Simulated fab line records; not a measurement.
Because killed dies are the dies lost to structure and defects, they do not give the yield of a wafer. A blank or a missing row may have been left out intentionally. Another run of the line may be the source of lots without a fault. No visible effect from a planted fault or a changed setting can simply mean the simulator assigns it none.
Which of the tools did it? || flow nandHarc || 13 lots, 39 wafers sampled, at 5 steps of a route of 1302

## WHAT THE GAUGES READ, wafer by wafer
NHARC_THIN_TSV_CD_MEAS_16. Usual: cdNm at 1000.5 nm, with a standard deviation of 2.
{"lot": "L531", "measured": "day 23 19:18", "on": "cdSem-01", "cdNm (nm)": "1000.1 998.2 1000.6", "flag": ""}
{"lot": "L530", "measured": "day 23 20:38", "on": "cdSem-01", "cdNm (nm)": "1003.6 1001.7 1002.1", "flag": ""}
{"lot": "L533", "measured": "day 25 15:02", "on": "cdSem-02", "cdNm (nm)": "1003.1 1002.2 1000.0", "flag": ""}
{"lot": "L535", "measured": "day 25 22:03", "on": "cdSem-01", "cdNm (nm)": "998.3 1000.4 1003.7", "flag": ""}
{"lot": "L537", "measured": "day 26 21:26", "on": "cdSem-02", "cdNm (nm)": "1002.8 1005.6 1002.2", "flag": ""}
{"lot": "L538", "measured": "day 26 22:39", "on": "cdSem-01", "cdNm (nm)": "997.7 998.7 996.0", "flag": ""}
{"lot": "L540", "measured": "day 29 13:02", "on": "cdSem-02", "cdNm (nm)": "1005.5 1005.0 1002.8", "flag": ""}
{"lot": "L542", "measured": "day 29 15:35", "on": "cdSem-03", "cdNm (nm)": "998.4 1003.2 1000.1", "flag": ""}
{"lot": "L543", "measured": "day 29 14:14", "on": "cdSem-01", "cdNm (nm)": "997.5 1001.8 1000.7", "flag": ""}
{"lot": "L547", "measured": "day 30 03:32", "on": "cdSem-03", "cdNm (nm)": "1002.6 1005.7 1001.8", "flag": ""}
{"lot": "L548", "measured": "day 31 05:32", "on": "cdSem-03", "cdNm (nm)": "999.2 1000.4 998.8", "flag": ""}
{"lot": "L549", "measured": "day 32 03:45", "on": "cdSem-02", "cdNm (nm)": "1002.2 1000.2 999.0", "flag": ""}
{"lot": "L551", "measured": "day 32 13:46", "on": "cdSem-02", "cdNm (nm)": "999.4 999.6 1001.9", "flag": ""}

NHARC_END_SORT_01. Usual: value, then standard deviation, for each; defectLimitedYield 91.0 % / 2.8; killedAtArray 56 / 18; killedAtOther 1.4 / 1.5; killedAtPeriphery 4 / 3.1; killedDies 61 / 19; killedOpen 3.5 / 1.8; killedShort 2.4 / 1.4.
{"lot": "L531", "measured": "day 24 10:09", "on": "prober-01", "defectLimitedYield (%)": "95.4 97.0 96.0", "killedAtArray": "27 17 21", "killedAtOther": "1 2 0", "killedAtPeriphery": "3 1 6", "killedDies": "31 20 27", "killedOpen": "3 1 5", "killedShort": "3 4 2", "flag": ""}
{"lot": "L530", "measured": "day 24 10:59", "on": "prober-02", "defectLimitedYield (%)": "90.5 90.4 87.4", "killedAtArray": "63 64 81", "killedAtOther": "0 1 0", "killedAtPeriphery": "1 0 4", "killedDies": "64 65 85", "killedOpen": "2 3 3", "killedShort": "2 1 5", "flag": ""}
{"lot": "L533", "measured": "day 26 08:28", "on": "prober-01", "defectLimitedYield (%)": "92.3 93.4 91.1", "killedAtArray": "50 43 58", "killedAtOther": "0 1 1", "killedAtPeriphery": "2 1 1", "killedDies": "52 45 60", "killedOpen": "1 0 4", "killedShort": "3 0 1", "flag": ""}
{"lot": "L535", "measured": "day 26 12:20", "on": "prober-02", "defectLimitedYield (%)": "90.7 89.8 92.2", "killedAtArray": "61 67 51", "killedAtOther": "1 1 1", "killedAtPeriphery": "1 1 1", "killedDies": "63 69 53", "killedOpen": "2 5 1", "killedShort": "2 0 4", "flag": ""}
{"lot": "L537", "measured": "day 27 11:44", "on": "prober-02", "defectLimitedYield (%)": "89.5 91.4 89.8", "killedAtArray": "68 57 66", "killedAtOther": "0 0 1", "killedAtPeriphery": "3 1 2", "killedDies": "71 58 69", "killedOpen": "5 4 7", "killedShort": "2 1 5", "flag": ""}
{"lot": "L538", "measured": "day 27 11:43", "on": "prober-01", "defectLimitedYield (%)": "87.4 87.1 85.5", "killedAtArray": "77 71 92", "killedAtOther": "1 0 0", "killedAtPeriphery": "7 16 6", "killedDies": "85 87 98", "killedOpen": "1 7 2", "killedShort": "1 2 1", "flag": ""}
{"lot": "L540", "measured": "day 30 05:02", "on": "prober-01", "defectLimitedYield (%)": "86.0 89.7 86.1", "killedAtArray": "82 63 82", "killedAtOther": "1 0 0", "killedAtPeriphery": "12 7 12", "killedDies": "95 70 94", "killedOpen": "4 2 6", "killedShort": "3 1 4", "flag": ""}
{"lot": "L542", "measured": "day 30 13:32", "on": "prober-01", "defectLimitedYield (%)": "88.2 88.8 87.7", "killedAtArray": "75 72 80", "killedAtOther": "0 0 0", "killedAtPeriphery": "5 4 3", "killedDies": "80 76 83", "killedOpen": "3 2 3", "killedShort": "2 5 4", "flag": ""}
{"lot": "L543", "measured": "day 30 05:56", "on": "prober-02", "defectLimitedYield (%)": "95.0 93.9 94.4", "killedAtArray": "29 36 34", "killedAtOther": "3 2 2", "killedAtPeriphery": "2 3 2", "killedDies": "34 41 38", "killedOpen": "2 5 5", "killedShort": "2 5 3", "flag": ""}
{"lot": "L547", "measured": "day 30 20:00", "on": "prober-02", "defectLimitedYield (%)": "91.3 91.9 92.3", "killedAtArray": "56 48 46", "killedAtOther": "2 4 2", "killedAtPeriphery": "1 3 4", "killedDies": "59 55 52", "killedOpen": "5 7 4", "killedShort": "1 1 2", "flag": ""}
{"lot": "L548", "measured": "day 31 18:37", "on": "prober-02", "defectLimitedYield (%)": "88.0 78.7 88.3", "killedAtArray": "79 65 78", "killedAtOther": "2 0 1", "killedAtPeriphery": "0 79 0", "killedDies": "81 144 79", "killedOpen": "2 4 3", "killedShort": "2 4 3", "flag": "OFF"}
{"lot": "L549", "measured": "day 32 20:09", "on": "prober-01", "defectLimitedYield (%)": "94.5 94.5 95.6", "killedAtArray": "34 35 28", "killedAtOther": "0 0 0", "killedAtPeriphery": "3 2 2", "killedDies": "37 37 30", "killedOpen": "5 2 2", "killedShort": "0 2 2", "flag": ""}
{"lot": "L551", "measured": "day 33 02:40", "on": "prober-02", "defectLimitedYield (%)": "90.5 92.6 80.5", "killedAtArray": "59 46 42", "killedAtOther": "3 0 3", "killedAtPeriphery": "2 4 87", "killedDies": "64 50 132", "killedOpen": "4 3 1", "killedShort": "0 3 0", "flag": "OFF"}

## EACH LOT AND THE TOOL THAT RAN IT (in order: tool; ch and the chambers of the sampled wafers; start)
{"lot": "L531", "NHARC_P_M1_PVD_21": "pvdSputter-03, day 6 11:14", "NHARC_THIN_TSV_ETCH_15": "rieSi-04 ch 0,1,2, day 23 19:10", "NHARC_THIN_TSV_STRIP_56": "plasmaAsher-02 ch 0, day 24 01:03"}
{"lot": "L530", "NHARC_P_M1_PVD_21": "pvdSputter-02, day 6 12:07", "NHARC_THIN_TSV_ETCH_15": "rieSi-05 ch 0,2,3, day 23 20:29", "NHARC_THIN_TSV_STRIP_56": "plasmaAsher-02 ch 0,1, day 24 02:20"}
{"lot": "L533", "NHARC_P_M1_PVD_21": "pvdSputter-03, day 7 21:52", "NHARC_THIN_TSV_ETCH_15": "rieSi-01 ch 0,2,3, day 25 14:55", "NHARC_THIN_TSV_STRIP_56": "plasmaAsher-02 ch 0,1, day 25 20:46"}
{"lot": "L535", "NHARC_P_M1_PVD_21": "pvdSputter-02, day 8 04:33", "NHARC_THIN_TSV_ETCH_15": "rieSi-01 ch 1,2,3, day 25 21:56", "NHARC_THIN_TSV_STRIP_56": "plasmaAsher-02 ch 0,1, day 26 03:47"}
{"lot": "L537", "NHARC_P_M1_PVD_21": "pvdSputter-02, day 9 04:49", "NHARC_THIN_TSV_ETCH_15": "rieSi-04 ch 0,1, day 26 21:17", "NHARC_THIN_TSV_STRIP_56": "plasmaAsher-01 ch 0,1, day 27 03:17"}
{"lot": "L538", "NHARC_P_M1_PVD_21": "pvdSputter-03, day 9 13:35", "NHARC_THIN_TSV_ETCH_15": "rieSi-01 ch 0,2,3, day 26 22:29", "NHARC_THIN_TSV_STRIP_56": "plasmaAsher-01 ch 0,1, day 27 04:34"}
{"lot": "L540", "NHARC_P_M1_PVD_21": "pvdSputter-02, day 10 16:36", "NHARC_THIN_TSV_ETCH_15": "rieSi-01 ch 0,2,3, day 29 12:54", "NHARC_THIN_TSV_STRIP_56": "plasmaAsher-02 ch 0,1, day 29 18:30"}
{"lot": "L542", "NHARC_P_M1_PVD_21": "pvdSputter-03, day 11 10:51", "NHARC_THIN_TSV_ETCH_15": "rieSi-04 ch 0,1,3, day 29 15:27", "NHARC_THIN_TSV_STRIP_56": "plasmaAsher-01 ch 0,1, day 29 21:19"}
{"lot": "L543", "NHARC_P_M1_PVD_21": "pvdSputter-03, day 11 23:07", "NHARC_THIN_TSV_ETCH_15": "rieSi-05 ch 0,1,3, day 29 14:05", "NHARC_THIN_TSV_STRIP_56": "plasmaAsher-01 ch 0,1, day 29 19:53"}
{"lot": "L547", "NHARC_P_M1_PVD_21": "pvdSputter-03, day 13 04:22", "NHARC_THIN_TSV_ETCH_15": "rieSi-01 ch 0,1,2, day 30 03:24", "NHARC_THIN_TSV_STRIP_56": "plasmaAsher-01 ch 0,1, day 30 10:00"}
{"lot": "L548", "NHARC_P_M1_PVD_21": "pvdSputter-03, day 13 19:01", "NHARC_THIN_TSV_ETCH_15": "rieSi-04 ch 1,2, day 31 05:24", "NHARC_THIN_TSV_STRIP_56": "plasmaAsher-02 ch 0,1, day 31 11:09"}
{"lot": "L549", "NHARC_P_M1_PVD_21": "pvdSputter-01, day 14 09:56", "NHARC_THIN_TSV_ETCH_15": "rieSi-04 ch 0,1,3, day 32 03:37", "NHARC_THIN_TSV_STRIP_56": "plasmaAsher-01 ch 0,1, day 32 09:26"}
{"lot": "L551", "NHARC_P_M1_PVD_21": "pvdSputter-03, day 14 21:14", "NHARC_THIN_TSV_ETCH_15": "rieSi-04 ch 0,2, day 32 13:38", "NHARC_THIN_TSV_STRIP_56": "plasmaAsher-01 ch 0,1, day 32 19:17"}
- NHARC_P_M1_PVD_21: deposits Cu, target thk 30 nm, time 20.49 s.
- NHARC_THIN_TSV_ETCH_15: target depth 3000 nm, bosch target overetch cycles 2, bosch etch step 2.8 s.
- NHARC_THIN_TSV_STRIP_56: strips in O2.

## WHAT THE TOOLS THEMSELVES READ (means of the sampled wafers that have a number; where no wafer has one, the mark that the record gives instead)
NHARC_P_M1_PVD_21. Usual: chamberPressurePa 5.000 Pa, standard deviation 0.01; substrateTempC 30.00 C, standard deviation 0.12; throttleValvePct 30.0 %, standard deviation 0.8.
{"lot": "L531", "tool": "pvdSputter-03", "chamberPressurePa (Pa)": 4.987, "substrateTempC (C)": 29.91, "throttleValvePct (%)": 30.8, "flag": ""}
{"lot": "L530", "tool": "pvdSputter-02", "chamberPressurePa (Pa)": 4.999, "substrateTempC (C)": 29.99, "throttleValvePct (%)": 28.7, "flag": ""}
{"lot": "L533", "tool": "pvdSputter-03", "chamberPressurePa (Pa)": 4.999, "substrateTempC (C)": 30.11, "throttleValvePct (%)": 30.6, "flag": ""}
{"lot": "L535", "tool": "pvdSputter-02", "chamberPressurePa (Pa)": 5.003, "substrateTempC (C)": 30.05, "throttleValvePct (%)": 29.1, "flag": ""}
{"lot": "L537", "tool": "pvdSputter-02", "chamberPressurePa (Pa)": 4.993, "substrateTempC (C)": 29.97, "throttleValvePct (%)": 29.3, "flag": ""}
{"lot": "L538", "tool": "pvdSputter-03", "chamberPressurePa (Pa)": 4.998, "substrateTempC (C)": 30.01, "throttleValvePct (%)": 30.5, "flag": ""}
{"lot": "L540", "tool": "pvdSputter-02", "chamberPressurePa (Pa)": 4.998, "substrateTempC (C)": 30.01, "throttleValvePct (%)": 29.1, "flag": ""}
{"lot": "L542", "tool": "pvdSputter-03", "chamberPressurePa (Pa)": 4.989, "substrateTempC (C)": 30.00, "throttleValvePct (%)": 30.4, "flag": ""}
{"lot": "L543", "tool": "pvdSputter-03", "chamberPressurePa (Pa)": 5.002, "substrateTempC (C)": 30.03, "throttleValvePct (%)": 30.3, "flag": ""}
{"lot": "L547", "tool": "pvdSputter-03", "chamberPressurePa (Pa)": 4.986, "substrateTempC (C)": 29.96, "throttleValvePct (%)": 30.7, "flag": ""}
{"lot": "L548", "tool": "pvdSputter-03", "chamberPressurePa (Pa)": 4.997, "substrateTempC (C)": 29.98, "throttleValvePct (%)": 30.6, "flag": ""}
{"lot": "L549", "tool": "pvdSputter-01", "chamberPressurePa (Pa)": 5.002, "substrateTempC (C)": 30.09, "throttleValvePct (%)": 30.3, "flag": ""}
{"lot": "L551", "tool": "pvdSputter-03", "chamberPressurePa (Pa)": 4.997, "substrateTempC (C)": 30.09, "throttleValvePct (%)": 30.5, "flag": ""}

NHARC_THIN_TSV_ETCH_15. Usual: drypumpMotorCurrentA at 5.6 A, with a standard deviation of 0.4.
{"lot": "L531", "tool": "rieSi-04", "drypumpMotorCurrentA (A)": 5.5, "flag": ""}
{"lot": "L530", "tool": "rieSi-05", "drypumpMotorCurrentA (A)": 5.4, "flag": ""}
{"lot": "L533", "tool": "rieSi-01", "drypumpMotorCurrentA (A)": 5.5, "flag": ""}
{"lot": "L535", "tool": "rieSi-01", "drypumpMotorCurrentA (A)": 5.8, "flag": ""}
{"lot": "L537", "tool": "rieSi-04", "drypumpMotorCurrentA (A)": 5.6, "flag": ""}
{"lot": "L538", "tool": "rieSi-01", "drypumpMotorCurrentA (A)": 5.5, "flag": ""}
{"lot": "L540", "tool": "rieSi-01", "drypumpMotorCurrentA (A)": 5.5, "flag": ""}
{"lot": "L542", "tool": "rieSi-04", "drypumpMotorCurrentA (A)": 5.7, "flag": ""}
{"lot": "L543", "tool": "rieSi-05", "drypumpMotorCurrentA (A)": 5.5, "flag": ""}
{"lot": "L547", "tool": "rieSi-01", "drypumpMotorCurrentA (A)": 6.1, "flag": ""}
{"lot": "L548", "tool": "rieSi-04", "drypumpMotorCurrentA (A)": 5.7, "flag": ""}
{"lot": "L549", "tool": "rieSi-04", "drypumpMotorCurrentA (A)": 5.7, "flag": ""}
{"lot": "L551", "tool": "rieSi-04", "drypumpMotorCurrentA (A)": 5.2, "flag": ""}

NHARC_THIN_TSV_STRIP_56. Usual: drypumpMotorCurrentA 5.4 A, standard deviation 0.4; heaterPowerW 316 W, standard deviation 18; rfReflPowerW 29 W, standard deviation 9.5.
{"lot": "L531", "tool": "plasmaAsher-02", "drypumpMotorCurrentA (A)": 4.8, "heaterPowerW (W)": 312, "rfReflPowerW (W)": 47, "flag": ""}
{"lot": "L530", "tool": "plasmaAsher-02", "drypumpMotorCurrentA (A)": 5.2, "heaterPowerW (W)": 315, "rfReflPowerW (W)": 39, "flag": ""}
{"lot": "L533", "tool": "plasmaAsher-02", "drypumpMotorCurrentA (A)": 5.2, "heaterPowerW (W)": 319, "rfReflPowerW (W)": 39, "flag": ""}
{"lot": "L535", "tool": "plasmaAsher-02", "drypumpMotorCurrentA (A)": 5.6, "heaterPowerW (W)": 327, "rfReflPowerW (W)": 33, "flag": ""}
{"lot": "L537", "tool": "plasmaAsher-01", "drypumpMotorCurrentA (A)": 5.3, "heaterPowerW (W)": 301, "rfReflPowerW (W)": 21, "flag": ""}
{"lot": "L538", "tool": "plasmaAsher-01", "drypumpMotorCurrentA (A)": 5.3, "heaterPowerW (W)": 315, "rfReflPowerW (W)": 24, "flag": ""}
{"lot": "L540", "tool": "plasmaAsher-02", "drypumpMotorCurrentA (A)": 5.6, "heaterPowerW (W)": 325, "rfReflPowerW (W)": 33, "flag": ""}
{"lot": "L542", "tool": "plasmaAsher-01", "drypumpMotorCurrentA (A)": 5.3, "heaterPowerW (W)": 304, "rfReflPowerW (W)": 22, "flag": ""}
{"lot": "L543", "tool": "plasmaAsher-01", "drypumpMotorCurrentA (A)": 5.4, "heaterPowerW (W)": 304, "rfReflPowerW (W)": 22, "flag": ""}
{"lot": "L547", "tool": "plasmaAsher-01", "drypumpMotorCurrentA (A)": 5.3, "heaterPowerW (W)": 318, "rfReflPowerW (W)": 23, "flag": ""}
{"lot": "L548", "tool": "plasmaAsher-02", "drypumpMotorCurrentA (A)": 5.2, "heaterPowerW (W)": 318, "rfReflPowerW (W)": 40, "flag": ""}
{"lot": "L549", "tool": "plasmaAsher-01", "drypumpMotorCurrentA (A)": 5.3, "heaterPowerW (W)": 313, "rfReflPowerW (W)": 24, "flag": ""}
{"lot": "L551", "tool": "plasmaAsher-01", "drypumpMotorCurrentA (A)": 5.3, "heaterPowerW (W)": 305, "rfReflPowerW (W)": 22, "flag": ""}

## THE ANSWER, worked out from the rows above alone
Rule: take the mean of a lot's wafers that have a number; if it is more than 3 standard deviations from the usual mean, the lot is off. Also off: a lot with no number at a reading for which 4 or more lots have one. Where the step has rows for the other lots, those lots are counted as sound. First the gauges in route order, then the tools' own readings, where a lot's mean is used as printed above. The first step at which some lot is off is used, and at that step the reading that is off furthest; a lot without a number counts as furthest.
Off: L548, L551 (NHARC_END_SORT_01, killedAtPeriphery).
If a tool, at a process step before that reading, ran all the lots that are off and no sound lot after the first of them, it fits. The gauges at NHARC_END_SORT_01 are tried like those tools. Can't be told from this: 2 tools fit, pvdSputter-03 at NHARC_P_M1_PVD_21, prober-02 at NHARC_END_SORT_01.

## WHAT THE SIMULATOR PUT IN
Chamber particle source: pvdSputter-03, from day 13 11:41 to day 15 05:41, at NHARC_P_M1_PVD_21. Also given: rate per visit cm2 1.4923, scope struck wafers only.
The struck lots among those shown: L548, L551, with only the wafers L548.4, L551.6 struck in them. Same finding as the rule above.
